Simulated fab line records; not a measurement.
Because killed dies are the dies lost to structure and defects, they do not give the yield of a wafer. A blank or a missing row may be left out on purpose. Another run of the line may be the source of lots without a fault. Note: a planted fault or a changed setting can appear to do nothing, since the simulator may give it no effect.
fab line records | flow nandHarc
record lots=14 wafers=42 lastDay=34
route steps=1302 shown A_BONDPAD@1230 THIN_TSV@1291
lots untouched by any fault: they come from a run of this same line in which no faults occurred
startH: start of the lot's first displayed wafer, in hours after the record's first day | waitH: hours since the lot's step before | " as in the row above | L1.1+2: several wafers, shown together as one row | - value missing, or start not given | * or withheld: withheld | < > ~ a bound
route shown NAME@n: names a module that has steps shown in the file, with the first one's number in the route | usual: the fault-free wafers' mean and standard deviation | same: alike in all rows | chamber/n: place in a boat | sites: each site's reading | _std_site: the values' standard deviation | _edge_site: outer sites' mean less inner sites' | radiusMm: for every site, how far away it sits from the centre of the wafer | mask NAME#n: copy n | behind: the last tool/chamber to shape the wafer | hold: reason for holding the lot/hours on hold/outcome of the hold | device: names the non-switching transistor (n, p or np) | end of line: the same wafers' tests at the end of the route | where a step has no rows: the recipe by itself | killed: dies that structure and defects cost at the first sort, which is not the same as the wafer's yield | map: a wafer's dies, x killed, . not, _ none there
set.NAME: the setting as run; set.NAME@STEP: as run at that earlier step | model.NAME: the simulator's own value behind a step, which no gauge read
a sample of lots followed through the steps of the route, with each step as a table and each wafer as a row
services: the hour from which a tool's chamber was out of use, counted from the record's first day as startH (under 0 if before that day), plus the number of hours and why
## steps
# step NHARC_A_BONDPAD_ANNEAL_28
# recipe tempC=225 timeS=90
# usual annealTempC=225.03/0.17 wafer_temp_C_max=226.7/0.34
# columns lot.wafer tool chamber startH waitH annealTempC wafer_temp_C_max
L751.1 rtpAnneal-02 0 516.91 - 225.08 226.7
L751.2 " 0 " " 224.90 227.0
L751.6 " 0 " " 225.00 227.1
L753.1 rtpAnneal-01 0 552.60 - 225.34 226.8
L753.2 " 0 " " 225.29 226.5
L753.6 " 0 " " 225.04 226.4
L752.3 rtpAnneal-01 0 554.84 0.3 225.17 226.7
L752.4 " 0 " " 225.07 227.2
L752.6 " 0 " " 224.79 227.0
L754.2 rtpAnneal-02 0 559.76 0.4 225.30 227.3
L754.3 " 0 " " 224.91 226.6
L754.4 " 0 " " 225.01 227.0
L758.1 rtpAnneal-02 0 619.48 0.3 224.96 227.2
L758.4 " 0 " " 225.36 227.2
L758.5 " 0 " " 224.98 226.6
L762.1 rtpAnneal-01 0 646.56 - 225.02 226.9
L762.2 " 0 " " 225.29 227.0
L762.4 " 0 " " 225.20 226.7
L760.1 rtpAnneal-01 0 656.76 0.3 224.87 226.7
L760.3 " 0 " " 225.16 226.3
L760.6 " 0 " " 225.09 226.6
L765.2 rtpAnneal-01 0 671.74 - 225.01 226.8
L765.3 " 0 " " 224.99 226.6
L765.6 " 0 " " 224.65 226.0
L766.3 rtpAnneal-02 0 679.20 0.3 225.14 226.4
L766.4 " 0 " " 225.13 226.9
L766.5 " 0 " " 225.07 227.2
L770.1 rtpAnneal-01 0 727.78 0.3 225.02 226.6
L770.3 " 0 " " 225.05 227.2
L770.4 " 0 " " 224.72 226.3
L771.2 rtpAnneal-02 0 729.76 0.3 224.71 226.8
L771.5 " 0 " " 224.95 227.0
L771.6 " 0 " " 224.96 227.1
L773.3 rtpAnneal-02 0 736.76 0.3 225.12 227.3
L773.4 " 0 " " 224.96 227.2
L773.6 " 0 " " 225.03 226.9
L772.1 rtpAnneal-01 0 740.33 0.3 225.09 226.8
L772.2 " 0 " " 225.17 226.5
L772.3 " 0 " " 225.23 226.4
L774.2 rtpAnneal-01 0 781.57 0.4 225.14 226.6
L774.3 " 0 " " 224.93 226.9
L774.4 " 0 " " 225.06 226.6
# step NHARC_A_BONDPAD_THK_MEAS_20
# recipe thkMeasGauge=xrf
# usual thkNm=169.7/1.5
# columns lot.wafer tool chamber startH waitH thkNm
L751.1 filmMetro-02 - 517.58 - 171.5
L751.2 " - " " 167.2
L751.6 " - " " 170.9
L753.1 filmMetro-02 - 553.26 - 169.2
L753.2 " - " " 166.3
L753.6 " - " " 167.4
L752.3 filmMetro-02 - 555.41 - 169.2
L752.4 " - " " 170.9
L752.6 " - " " 166.5
L754.2 filmMetro-01 - 560.38 - 170.0
L754.3 " - " " 172.7
L754.4 " - " " 169.0
L758.1 filmMetro-02 - 620.14 - 171.4
L758.4 " - " " 172.5
L758.5 " - " " 169.4
L762.1 filmMetro-01 - 647.23 - 168.9
L762.2 " - " " 169.8
L762.4 " - " " 171.1
L760.1 filmMetro-01 - 657.42 - 168.6
L760.3 " - " " 168.1
L760.6 " - " " 169.4
L765.2 filmMetro-01 - 672.35 - 168.4
L765.3 " - " " 169.0
L765.6 " - " " 168.5
L766.3 filmMetro-02 - 679.76 - 170.3
L766.4 " - " " 169.0
L766.5 " - " " 169.0
L770.1 filmMetro-02 - 728.45 - 169.6
L770.3 " - " " 168.9
L770.4 " - " " 168.9
L771.2 filmMetro-01 - 730.37 - 168.5
L771.5 " - " " 170.1
L771.6 " - " " 172.3
L773.3 filmMetro-02 - 737.34 - 170.7
L773.4 " - " " 170.4
L773.6 " - " " 170.1
L772.1 filmMetro-01 - 741.00 - 170.1
L772.2 " - " " 171.5
L772.3 " - " " 169.2
L774.2 filmMetro-01 - 782.19 - 167.8
L774.3 " - " " 167.3
L774.4 " - " " 169.7
# step NHARC_THIN_TSV_CD_MEAS_33
# recipe targetCdNm=5000 landingEnergyEv=500
# usual cdNm=5000.2/1.8
# columns lot.wafer tool chamber startH waitH cdNm
L751.1 cdSem-01 0 537.92 - 5001.1
L751.2 " 0 " " 4999.5
L751.6 " 0 " " 4999.5
L752.3 cdSem-01 0 571.74 - 4998.5
L752.4 " 0 " " 4999.4
L752.6 " 0 " " 4999.8
L753.1 cdSem-03 0 573.07 - 4999.2
L753.2 " 0 " " 4998.9
L753.6 " 0 " " 4997.9
L754.2 cdSem-02 0 579.80 - 5000.7
L754.3 " 0 " " 4996.9
L754.4 " 0 " " 5000.2
L758.1 cdSem-01 0 638.39 - 4997.5
L758.4 " 0 " " 5000.7
L758.5 " 0 " " 4998.4
L762.1 cdSem-01 0 668.20 - 5000.7
L762.2 " 0 " " 4998.9
L762.4 " 0 " " 5001.0
L760.1 cdSem-02 0 676.20 - 5001.4
L760.3 " 0 " " 4998.8
L760.6 " 0 " " 4999.7
L765.2 cdSem-02 0 692.02 - 4998.6
L765.3 " 0 " " 5001.6
L765.6 " 0 " " 5003.3
L766.3 cdSem-03 0 701.11 - 4997.8
L766.4 " 0 " " 4998.0
L766.5 " 0 " " 4999.8
L770.1 cdSem-02 0 752.21 - 4998.1
L770.3 " 0 " " 4998.8
L770.4 " 0 " " 5001.9
L771.2 cdSem-01 0 753.64 - 5000.1
L771.5 " 0 " " 4999.2
L771.6 " 0 " " 4999.7
L773.3 cdSem-01 0 762.86 - 5000.0
L773.4 " 0 " " 4998.4
L773.6 " 0 " " 5001.0
L772.1 cdSem-03 0 763.98 - 5001.4
L772.2 " 0 " " 5001.6
L772.3 " 0 " " 5000.8
L774.2 cdSem-01 0 800.70 - 4998.6
L774.3 " 0 " " 4998.0
L774.4 " 0 " " 4997.5
# step NHARC_THIN_TSV_ETCH_36
# recipe targetDepthA=650 overEtchFrac=0.3 timeS=18.571 ionEnergyEv=150 chemistry=Cl2/BCl3
# usual chamberPressureMTorr=10.000/0.013 drypumpMotorCurrentA=5.78/0.14 oesProductAu=1.000/0.011
# columns lot.wafer tool chamber startH waitH chamberPressureMTorr drypumpMotorCurrentA oesProductAu rfHoursCounterH
L751.1 rieMetal-03 0 538.47 0.2 10.002 5.59 0.988 0.2
L751.2 " 1 " " 10.015 5.65 0.999 0.2
L751.6 " 1 " " 9.986 5.66 1.002 -
L752.3 rieMetal-03 1 572.29 0.1 9.988 5.65 0.993 -
L752.4 " 0 " " 10.001 5.56 0.992 -
L752.6 " 0 " " 10.008 5.58 0.990 -
L753.1 rieMetal-01 1 573.83 0.4 9.988 5.98 0.993 2.9
L753.2 " 1 " " 10.012 5.97 0.988 -
L753.6 " 1 " " 10.013 5.98 0.990 -
L754.2 rieMetal-02 1 580.35 0.2 9.994 5.82 0.997 2.1
L754.4 " 0 " " 10.000 5.69 1.016 -
L754.3 " 1 " " 10.005 5.83 1.004 -
L758.1 rieMetal-01 0 638.93 0.2 9.996 5.90 0.989 1.0
L758.4 " 1 " " 9.992 5.96 0.997 -
L758.5 " 0 " " 9.988 5.91 0.993 -
L762.2 rieMetal-02 1 668.77 0.2 10.005 5.81 0.872 0.4
L762.1 " 0 " " 9.997 5.73 0.872 0.4
L762.4 " 0 " " 9.992 5.73 0.870 -
L760.1 rieMetal-02 0 676.78 0.2 9.997 5.71 0.872 0.9
L760.3 " 1 " " 9.984 5.80 0.868 -
L760.6 " 1 " " 10.006 5.84 0.873 -
L765.2 rieMetal-01 1 692.57 0.2 9.980 5.95 0.999 2.2
L765.3 " 0 " " 9.999 5.90 0.990 -
L765.6 " 0 " " 10.005 5.89 0.996 -
L766.3 rieMetal-01 0 701.66 0.2 10.013 5.90 0.991 -
L766.4 " 1 " " 9.990 5.97 1.013 -
L766.5 " 0 " " 10.003 5.90 0.990 -
L770.1 rieMetal-03 0 752.76 0.2 10.012 5.59 0.999 0.8
L770.4 " 0 " " 9.998 5.61 0.997 -
L770.3 " 1 " " 10.006 5.62 1.004 -
L771.2 rieMetal-02 1 754.36 0.4 10.004 5.82 1.036 2.5
L771.6 " 1 " " 10.008 5.85 1.013 -
L771.5 " 0 " " 9.998 5.72 1.017 -
L773.3 rieMetal-01 1 763.44 0.1 9.990 5.95 1.002 -
L773.4 " 0 " " 10.000 5.90 1.004 -
L773.6 " 0 " " 10.000 5.90 0.996 -
L772.2 rieMetal-03 1 764.53 0.2 9.993 5.61 0.996 1.3
L772.1 " 0 " " 10.007 5.63 0.994 1.3
L772.3 " 1 " " 9.987 5.61 0.995 -
L774.2 rieMetal-01 1 801.25 0.2 9.996 5.95 1.006 0.5
L774.4 " 1 " " 9.998 5.96 0.991 -
L774.3 " 0 " " 9.990 5.92 1.007 -
## services
# columns tool chamber startH hours kind
rieMetal-03 1 515.24 8.7 repair
rieMetal-03 - 519.00 9.0 pm
rieMetal-03 0 519.00 9.0 ventCycle
rieMetal-03 0 528.00 - clean
rieMetal-03 1 528.00 - clean
rieMetal-01 0 559.24 16.4 repair
rieMetal-01 - 575.00 9.0 pm
rieMetal-01 1 575.00 9.0 ventCycle
rieMetal-01 0 584.00 - clean
rieMetal-01 1 584.00 - clean
rieMetal-02 - 631.00 9.0 pm
rieMetal-02 0 631.00 9.0 ventCycle
rieMetal-02 1 631.00 9.0 ventCycle
rieMetal-02 0 640.00 - clean
rieMetal-02 1 640.00 - clean
rieMetal-01 - 645.56 0.4 repair
rieMetal-03 - 696.00 9.0 pm
rtpAnneal-01 - 741.25 3.0 repair
rtpAnneal-02 - 744.00 12.0 pm
rieMetal-01 - 752.00 9.0 pm
rieMetal-01 0 752.00 9.0 ventCycle
rieMetal-01 1 752.00 9.0 ventCycle
rieMetal-01 0 761.00 - clean
rieMetal-01 1 761.00 - clean
## key
firstSign step=NHARC_THIN_TSV_ETCH_36 reading=oesProductAu direction=down sigmas=11 usual=1.000 struck=0.871
effect none on later readings
metAt NHARC_THIN_TSV_ETCH_36
struckLots L760,L762
sortLeftOut L760.1,L760.3,L760.6,L762.1,L762.2,L762.4
notActingAt NHARC_A_BONDPAD_ANNEAL_28,NHARC_A_BONDPAD_THK_MEAS_20,NHARC_THIN_TSV_CD_MEAS_33
onsetBetween 580.35 668.77
fault kind=processParameterDrift tool=rieMetal-02 chamber=- onsetH=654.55 steps=NHARC_THIN_TSV_ETCH_36 channel=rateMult offset=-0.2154 shape=step endH=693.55
# sortLeftOut: the simulated sort isn't trusted on such a fault, so these wafers' sort isn't shown, and their yield isn't known
